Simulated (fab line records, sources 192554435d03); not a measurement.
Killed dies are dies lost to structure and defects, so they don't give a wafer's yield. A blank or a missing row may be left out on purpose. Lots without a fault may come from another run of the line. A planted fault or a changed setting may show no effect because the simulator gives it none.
fab line records | flow n5_finfet
record lots=6 wafers=18 last_day=18
route steps=1938 shown GATE_CUT@490 BEOL_M4@1111
lots that met no fault: from a run of the same line without faults
start_h: hours from the record's first day to the start of the lot's first wafer shown | wait_h: hours since the lot's step before | " the same as in the row above | L1.1+2: a row that stands for several wafers | - no value, or no start given | * or withheld: withheld | < > ~ a bound
route shown NAME@n: a module of which the file shows steps, and the number in the route of the first | usual: mean/standard deviation of fault-free wafers | same: alike in all rows | chamber/n: place in a boat | sites: the reading at each site | _std_site: their standard deviation | _edge_site: outer sites' mean less inner sites' | radius_mm: how far each site lies from the wafer's centre | mask NAME#n: copy n | behind: the tool/chamber that last shaped the wafer | hold: why the lot was held/for how many hours/how that ended | device: the transistor (n, p or np) that didn't switch | end of line: the same wafers' tests at the end of the route | a step without rows: its recipe alone | killed: dies lost to structure and defects at the first sort, not the wafer's yield | map: a wafer's dies, x killed, . not, _ none there
set.NAME: the setting as run; set.NAME@STEP: as run at that earlier step | model.NAME: the simulator's own value behind a step, which no gauge read
lots at some steps of the route; a table a step, a row a wafer
services: from which hour (start_h, from the record's first day; less than 0 if before it) a tool's chamber was out of use, for how many hours, and why
## steps
# step N5_GATE_CUT_DESCUM_18
# recipe chemistry=O2 time_s=7 source_power_w=50 bias_power_w=20 pressure_mtorr=20 rf_frequency_hz=2.712e+07 temp_c=40 resist=CAR-EUV o2_flow_sccm=225
# step N5_GATE_CUT_ETCH_28
# recipe chemistry=N2/H2 target=underlayer target_depth_a=130 mask_material=CAR-EUV time_s=10.4 ion_energy_ev=200 pressure_mtorr=30 source_w=840 bias_w=150 n2_flow_sccm=200 h2_flow_sccm=200 ends=cleared
# usual drypump_motor_current_A=5.8/0.48 etch_rf_on_time_s=10.35/0.22 oes_product_au=0.67/0.076 rf_vpp_V=522.8/1.6 showerhead_plenum_p_Torr=2.50/0.052 throttle_valve_pct=17.95/0.28
# columns lot.wafer tool chamber start_h wait_h drypump_motor_current_A etch_rf_on_time_s oes_product_au rf_hours_counter_h rf_vpp_V showerhead_plenum_p_Torr throttle_valve_pct
L237.1 rie_diel-03 0 96.43 0.0 6.0 10.40 0.84 2 525.6 2.61 17.89
L237.2 " 1 " " 5.7 10.40 0.60 209 522.3 2.52 18.38
L237.6 " 1 " " 5.6 10.44 0.60 - 523.1 2.52 18.38
L239.2 rie_diel-06 3 103.36 0.0 5.0 10.38 0.66 149 521.0 2.44 17.91
L239.3 " 0 " " 6.2 10.52 0.76 26 525.0 2.49 17.56
L239.5 " 2 " " 5.8 10.12 0.64 - 524.5 2.53 17.94
L241.3 rie_diel-06 2 116.77 0.0 5.8 10.05 0.65 161 523.6 2.53 17.95
L241.4 " 0 " " 6.2 10.49 0.77 29 523.3 2.49 17.56
L241.5 " 3 " " 5.0 10.25 0.66 - 523.2 2.43 17.93
L249.2 rie_diel-03 0 168.59 0.0 6.0 10.54 0.78 25 525.1 2.60 17.92
L249.5 " 1 " " 5.7 10.55 0.59 - 522.4 2.51 18.39
L249.6 " 0 " " 6.0 10.63 0.76 - 527.5 2.60 17.94
L253.1 rie_diel-01 2 189.72 0.0 6.0 9.96 0.81 11 522.6 2.50 18.02
L253.4 " 1 " " 5.8 10.13 0.75 67 520.6 2.46 17.51
L253.5 " 3 " " 6.7 9.91 0.65 - 523.4 2.55 17.90
L259.2 rie_diel-06 3 223.36 0.0 5.0 10.39 0.64 183 520.4 2.42 17.98
L259.3 " 2 " " 5.8 10.08 0.63 190 523.1 2.52 18.02
L259.6 " 3 " " 5.0 10.37 0.63 - 521.5 2.42 17.98
# step N5_GATE_CUT_ETCH_36
# recipe chemistry=CF4 target=SiARC target_depth_a=130 mask_material=CAR-EUV time_s=21.7 ion_energy_ev=80 pressure_mtorr=40 source_w=545 bias_w=36 Ar_flow_sccm=100 cf4_flow_sccm=100 ends=cleared
# step N5_GATE_CUT_ETCH_37
# recipe chemistry=N2/H2 target=SOC target_depth_a=600 overetch_a=120 mask_material=SiARC temp_c=40 time_s=90 ion_energy_ev=200 pressure_mtorr=30 source_w=840 bias_w=150 n2_flow_sccm=200 h2_flow_sccm=200
# step N5_GATE_CUT_STRIP_38
# recipe chemistry=N2/H2 temp_c=40 n2_flow_sccm=200 h2_flow_sccm=200 rf_frequency_hz=6e+07
# step N5_GATE_CUT_STRIP_39
# recipe chemistry=N2/H2 temp_c=40 n2_flow_sccm=200 h2_flow_sccm=200 rf_frequency_hz=6e+07
# step N5_GATE_CUT_HM_OPEN_40
# recipe chemistry=C4F6/O2 target=SiO2 mask_material=SiARC target_depth_a=1390 time_s=85.1 ion_energy_ev=250 pressure_mtorr=30 source_w=345 bias_w=185 Ar_flow_sccm=300 C4F6_flow_sccm=10 O2_flow_sccm=10 ends=cleared
# step N5_GATE_CUT_STRIP_41
# recipe chemistry=CF4 resist=SiARC power_w=300 bias_power_w=75 pressure_mtorr=50 cf4_flow_sccm=150 rf_frequency_hz=6e+07
# usual drypump_motor_current_A=5.8/0.47 oes_product_au=0.182/0.021 rf_vpp_V=270.5/1.1 showerhead_plenum_p_Torr=1.762/0.03 throttle_valve_pct=13.66/0.3
# columns lot.wafer tool chamber start_h wait_h drypump_motor_current_A oes_product_au rf_hours_counter_h rf_vpp_V showerhead_plenum_p_Torr throttle_valve_pct
L237.1 rie_diel-03 0 96.62 0.0 6.0 0.225 2 271.5 1.818 13.37
L237.2 " 1 " " 5.6 0.166 209 272.2 1.774 14.11
L237.6 " 1 " " 5.6 0.158 - 271.5 1.774 14.10
L239.2 rie_diel-06 3 103.55 0.0 5.0 0.177 149 270.3 1.724 13.66
L239.3 " 0 " " 6.2 0.211 26 270.3 1.747 13.18
L239.5 " 2 " " 5.8 0.178 - 270.8 1.802 13.83
L241.3 rie_diel-06 2 116.96 0.0 5.8 0.172 161 271.7 1.801 13.84
L241.4 " 0 " " 6.2 0.212 29 269.3 1.746 13.19
L241.5 " 3 " " 5.0 0.175 - 268.3 1.723 13.69
L249.2 rie_diel-03 0 168.78 0.0 6.0 0.214 25 272.4 1.811 13.42
L249.5 " 1 " " 5.7 0.158 - 270.5 1.769 14.14
L249.6 " 0 " " 6.0 0.205 - 272.2 1.812 13.41
L253.1 rie_diel-01 2 189.91 0.0 6.0 0.217 11 270.1 1.745 13.36
L253.4 " 1 " " 5.9 0.192 67 269.4 1.735 13.31
L253.5 " 3 " " 6.7 0.172 - 270.1 1.788 13.55
L259.2 rie_diel-06 3 223.55 0.0 5.0 0.173 183 269.2 1.715 13.76
L259.3 " 2 " " 5.8 0.170 191 270.8 1.793 13.91
L259.6 " 3 " " 5.0 0.166 - 269.4 1.715 13.75
# step N5_GATE_CUT_STRIP_42
# recipe chemistry=O2 power_w=400 temp_c=40 pressure_mtorr=30 rf_frequency_hz=6e+07 bias_power_w=0 overash_fraction=0.3 o2_flow_sccm=225
# usual drypump_motor_current_A=5.8/0.47 oes_product_au=0.79/0.093 rf_vpp_V=3.7/0.49 showerhead_plenum_p_Torr=2.06/0.053 throttle_valve_pct=16.77/0.27
# columns lot.wafer tool chamber start_h wait_h drypump_motor_current_A oes_product_au rf_hours_counter_h rf_vpp_V showerhead_plenum_p_Torr throttle_valve_pct
L237.1 rie_diel-03 0 96.64 0.0 6.0 0.98 2 3.7 2.17 16.75
L237.2 " 1 " " 5.7 0.69 209 3.6 2.06 17.11
L237.6 " 1 " " 5.7 0.69 - 4.0 2.06 17.10
L239.2 rie_diel-06 3 103.57 0.0 5.0 0.77 149 3.8 2.00 16.68
L239.3 " 0 " " 6.2 0.91 26 4.2 2.05 16.33
L239.5 " 2 " " 5.8 0.76 - 4.0 2.11 16.97
L241.3 rie_diel-06 2 116.98 0.0 5.8 0.75 161 2.9 2.11 16.99
L241.4 " 0 " " 6.2 0.89 30 3.2 2.05 16.32
L241.5 " 3 " " 5.0 0.76 - 3.5 2.00 16.70
L249.2 rie_diel-03 0 168.80 0.0 6.0 0.93 25 3.9 2.17 16.78
L249.5 " 1 " " 5.6 0.69 - 3.1 2.05 17.12
L249.6 " 0 " " 6.0 0.93 - 4.0 2.17 16.80
L253.1 rie_diel-01 2 189.93 0.0 6.0 0.93 11 3.5 2.07 16.68
L253.4 " 1 " " 5.8 0.86 67 3.5 2.02 16.35
L253.5 " 3 " " 6.6 0.72 - 3.6 2.10 16.72
L259.2 rie_diel-06 3 223.57 0.0 5.0 0.74 183 3.1 1.99 16.74
L259.3 " 2 " " 5.8 0.73 191 4.3 2.10 17.03
L259.6 " 3 " " 5.0 0.74 - 3.6 1.99 16.74
# step N5_GATE_CUT_ETCH_19
# recipe chemistry=CH3F/O2 target=SiNx mask_material=SiO2 target_depth_a=537 time_s=76.7 pressure_mtorr=30 source_w=395 bias_w=73 Ar_flow_sccm=150 CH3F_flow_sccm=30 O2_flow_sccm=20 ion_energy_ev=120 ends=cleared
# step N5_GATE_CUT_CUT_ETCH_53
# recipe chemistry=SF6/Cl2 target=W mask_material=SiO2 target_depth_a=792 pressure_mtorr=8 icp_w=900 bias_w=80 SF6_flow_sccm=40 Cl2_flow_sccm=60 ends=cleared
# usual drypump_motor_current_A=5.6/0.58 etch_rf_on_time_s=26.2/0.53 oes_product_au=0.76/0.064 throttle_valve_pct=28.7/0.3
# columns lot.wafer tool chamber start_h wait_h drypump_motor_current_A etch_rf_on_time_s oes_product_au rf_hours_counter_h throttle_valve_pct
L237.1 rie_metal-02 0 96.79 0.1 6.1 26.0 0.72 35 28.4
L237.2 " 1 " " 5.2 25.7 0.87 1 29.0
L237.6 " 0 " " 6.1 25.9 0.72 - 28.4
L239.2 rie_metal-02 0 103.73 0.1 6.1 25.9 0.71 36 28.4
L239.3 " 1 " " 5.3 25.6 0.85 - 28.9
L239.5 " 1 " " 5.2 25.5 0.86 - 28.9
L241.3 rie_metal-02 1 117.15 0.1 5.2 25.7 0.84 - 29.0
L241.4 " 0 " " 6.1 25.9 0.71 - 28.4
L241.5 " 0 " " 6.1 25.9 0.71 - 28.4
L249.2 rie_metal-03 0 168.95 0.1 4.7 25.5 0.83 10 28.4
L249.5 " 1 " " 6.2 26.5 0.74 - 28.6
L249.6 " 0 " " 4.7 25.3 0.84 - 28.4
L253.1 rie_metal-02 1 190.08 0.1 5.2 25.7 0.81 9 29.0
L253.4 " 1 " " 5.2 25.5 0.81 - 29.0
L253.5 " 0 " " 6.0 26.0 0.71 - 28.4
L259.2 rie_metal-02 1 223.71 0.1 5.2 26.1 0.79 10 28.9
L259.3 " 0 " " 6.1 26.1 0.69 - 28.4
L259.6 " 0 " " 6.0 26.2 0.69 - 28.4
# step N5_GATE_CUT_CUT_ETCH_54
# recipe chemistry=Cl2/BCl3 target=TiN mask_material=SiO2 target_depth_a=967 pressure_mtorr=10 icp_w=1000 bias_w=126 Cl2_flow_sccm=53.25 bcl3_flow_sccm=21.75 Ar_flow_sccm=25 ends=cleared
# usual drypump_motor_current_A=5.6/0.57 etch_rf_on_time_s=36.5/0.67 mfc_ar_sccm=25.01/0.078 oes_product_au=0.76/0.063 throttle_valve_pct=22.09/0.19
# columns lot.wafer tool chamber start_h wait_h drypump_motor_current_A etch_rf_on_time_s mfc_ar_sccm oes_product_au rf_hours_counter_h throttle_valve_pct
L237.1 rie_metal-02 0 96.85 0.0 6.1 36.0 25.01 0.73 35 21.93
L237.2 " 1 " " 5.2 35.6 24.93 0.87 1 22.20
L237.6 " 0 " " 6.0 36.1 25.06 0.72 - 21.91
L239.2 rie_metal-02 0 103.79 0.0 6.0 36.3 25.03 0.72 36 21.90
L239.3 " 1 " " 5.2 35.9 25.05 0.86 - 22.21
L239.5 " 1 " " 5.3 35.7 25.10 0.85 - 22.22
L241.3 rie_metal-02 1 117.21 0.0 5.2 36.1 25.05 0.84 - 22.23
L241.4 " 0 " " 6.1 35.8 25.24 0.72 - 21.91
L241.5 " 0 " " 6.1 36.0 24.90 0.72 - 21.93
L249.2 rie_metal-03 0 169.01 0.0 4.7 35.3 25.02 0.84 10 21.92
L249.5 " 1 " " 6.2 36.8 24.98 0.75 - 22.07
L249.6 " 0 " " 4.7 35.4 25.06 0.84 - 21.92
L253.1 rie_metal-02 1 190.14 0.0 5.2 36.3 25.05 0.80 9 22.24
L253.4 " 1 " " 5.2 36.3 25.04 0.80 - 22.23
L253.5 " 0 " " 6.0 36.7 25.05 0.69 - 21.95
L259.2 rie_metal-02 1 223.77 0.0 5.2 36.4 24.99 0.79 10 22.23
L259.3 " 0 " " 6.1 36.5 25.05 0.70 - 21.95
L259.6 " 0 " " 6.1 36.5 24.98 0.69 - 21.94
# step N5_GATE_CUT_CUT_ETCH_55
# recipe chemistry=BCl3 target=HfO2 mask_material=SiO2 target_depth_a=32 ion_energy_ev=30 pressure_mtorr=5 icp_w=450 bias_w=18 bcl3_flow_sccm=80
# usual drypump_motor_current_A=5.6/0.57 oes_product_au=0.84/0.066 throttle_valve_pct=32.8/0.38
# columns lot.wafer tool chamber start_h wait_h drypump_motor_current_A oes_product_au rf_hours_counter_h throttle_valve_pct model.etch.depth_nm
L237.1 rie_metal-02 0 96.91 0.0 6.1 0.79 35 32.4 3.163
L237.2 " 1 " " 5.2 0.94 1 32.8 3.195
L237.6 " 0 " " 6.0 0.79 - 32.4 3.184
L239.2 rie_metal-02 0 103.85 0.0 6.0 0.79 36 32.5 3.209
L239.3 " 1 " " 5.2 1.19 - 32.9 4.654
L239.5 " 1 " " 5.3 0.94 - 32.9 3.249
L241.3 rie_metal-02 1 117.26 0.0 5.2 1.19 - 32.8 4.631
L241.4 " 0 " " 6.0 1.01 - 32.5 4.604
L241.5 " 0 " " 6.0 0.79 - 32.5 3.22
L249.2 rie_metal-03 0 169.07 0.0 4.7 0.92 10 32.4 3.254
L249.5 " 1 " " 6.2 0.82 - 32.6 3.186
L249.6 " 0 " " 4.7 0.91 - 32.5 3.247
L253.1 rie_metal-02 1 190.20 0.0 5.2 0.89 9 32.9 3.233
L253.4 " 1 " " 5.2 0.89 - 32.9 3.221
L253.5 " 0 " " 6.0 0.76 - 32.5 3.176
L259.2 rie_metal-02 1 223.83 0.0 5.3 0.87 10 32.9 3.207
L259.3 " 0 " " 6.0 0.76 - 32.5 3.245
L259.6 " 0 " " 6.0 0.77 - 32.5 3.233
# step N5_GATE_CUT_ETCH_47
# recipe chemistry=Cl2/BCl3 target=SiO2 target_depth_a=100 pressure_mtorr=10 icp_w=1000 bias_w=126 Cl2_flow_sccm=53.25 bcl3_flow_sccm=21.75 Ar_flow_sccm=25
# step N5_BEOL_M4_RC_MEAS_101
# usual DIBL_N=35.8/1.8 DIBL_P=35.9/2.2 IOFF_N=0.16/0.035 IOFF_P=0.21/0.04 ION_N=672/11 ION_P=461/7.4 SS_N=71.4/0.64 SS_P=73.2/0.67 VT_N=250/3.5 VT_P=-251/3.4
# columns lot.wafer tool chamber start_h wait_h DIBL_N[mV/V] DIBL_P[mV/V] IOFF_N[nA/um] IOFF_P[nA/um] ION_N[uA/um] ION_P[uA/um] SS_N[mV/dec] SS_P[mV/dec] VT_N[mV] VT_P[mV]
L237.1 prober-01 0 183.10 0.0 34.2 35.4 0.17 0.23 678 466 71.7 73.4 246 -246
L237.2 " 0 " " 36.1 37.3 0.19 0.24 678 467 72.5 73.3 247 -248
L237.6 " 0 " " 35.5 36.5 0.19 0.24 685 472 71.4 72.6 246 -247
L239.2 prober-02 0 183.59 0.2 31.9 29.9 0.10 0.15 648 449 70.3 72.2 257 -255
L239.3 " 0 " " 36.8 36.2 0.18 0.24 679 465 71.6 73.2 249 -249
L239.5 " 0 " " 36.0 36.3 0.17 0.23 674 466 71.3 72.9 249 -247
L241.3 prober-01 0 200.82 0.3 33.9 34.2 0.12 0.18 660 460 71.9 73.0 252 -252
L241.4 " 0 " " 36.0 35.9 0.15 0.20 662 455 72.1 73.7 253 -251
L241.5 " 0 " " 33.7 33.1 0.12 0.16 644 446 71.0 72.1 255 -252
L249.2 prober-02 0 256.55 0.2 37.4 38.2 0.18 0.24 683 465 71.2 73.5 249 -246
L249.5 " 0 " " 37.3 36.5 0.17 0.21 670 459 71.1 73.5 251 -250
L249.6 " 0 " " 35.1 35.0 0.13 0.19 676 464 71.3 72.9 254 -250
L253.1 prober-01 0 273.36 0.0 35.3 34.5 0.14 0.15 674 447 70.9 72.8 252 -259
L253.4 " 0 " " 35.0 34.2 0.13 0.15 663 447 70.7 72.6 256 -260
L253.5 " 0 " " 33.5 32.8 0.11 0.13 656 444 70.4 73.1 256 -258
L259.2 prober-02 0 311.90 0.2 34.7 34.3 0.12 0.19 668 464 71.0 72.5 252 -254
L259.3 " 0 " " 34.1 33.1 0.11 0.17 656 458 71.3 72.1 254 -255
L259.6 " 0 " " 32.9 32.5 0.10 0.17 659 462 70.3 72.9 254 -253
## services
# columns tool chamber start_h hours kind
rie_diel-03 0 77.62 - clean
rie_diel-03 0 77.62 - consumable_replace:focus_ring
rie_diel-03 0 77.62 13.9 scheduled_down
rie_diel-03 0 77.62 13.9 vent_cycle
rie_metal-02 - 77.89 10.0 pm
rie_diel-01 0 103.00 - clean
rie_diel-01 0 103.00 - consumable_replace:focus_ring
rie_diel-01 0 103.00 27.2 scheduled_down
rie_diel-01 0 103.00 27.2 vent_cycle
rie_diel-03 1 103.40 9.8 repair
rie_diel-01 2 143.72 - clean
rie_diel-01 2 143.72 - consumable_replace:focus_ring
rie_diel-01 2 143.72 12.9 scheduled_down
rie_diel-01 2 143.72 12.9 vent_cycle
rie_diel-01 3 161.64 11.6 repair
rie_diel-03 3 167.69 6.6 repair
rie_diel-06 - 193.26 2.8 pm
rie_metal-02 1 207.66 7.3 repair
rie_diel-06 1 217.57 10.0 repair
rie_diel-03 3 222.21 10.9 repair
## key
first_sign step=N5_GATE_CUT_CUT_ETCH_55 reading=oes_product_au direction=up sigmas=4.4 usual=0.84 struck=1.13
effect none on later readings
model_effect step=N5_GATE_CUT_CUT_ETCH_55 value=etch.depth_nm without=3.223 struck=4.63
met_at N5_GATE_CUT_CUT_ETCH_55
struck_wafers L239.3,L241.3,L241.4
onset_between 96.91 103.85
fault kind=process_parameter_drift tool=rie_metal-02 chamber=- onset_h=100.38 steps=N5_GATE_CUT_CUT_ETCH_55 channel=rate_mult offset=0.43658 shape=step end_h=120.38 scope=struck_wafers_only
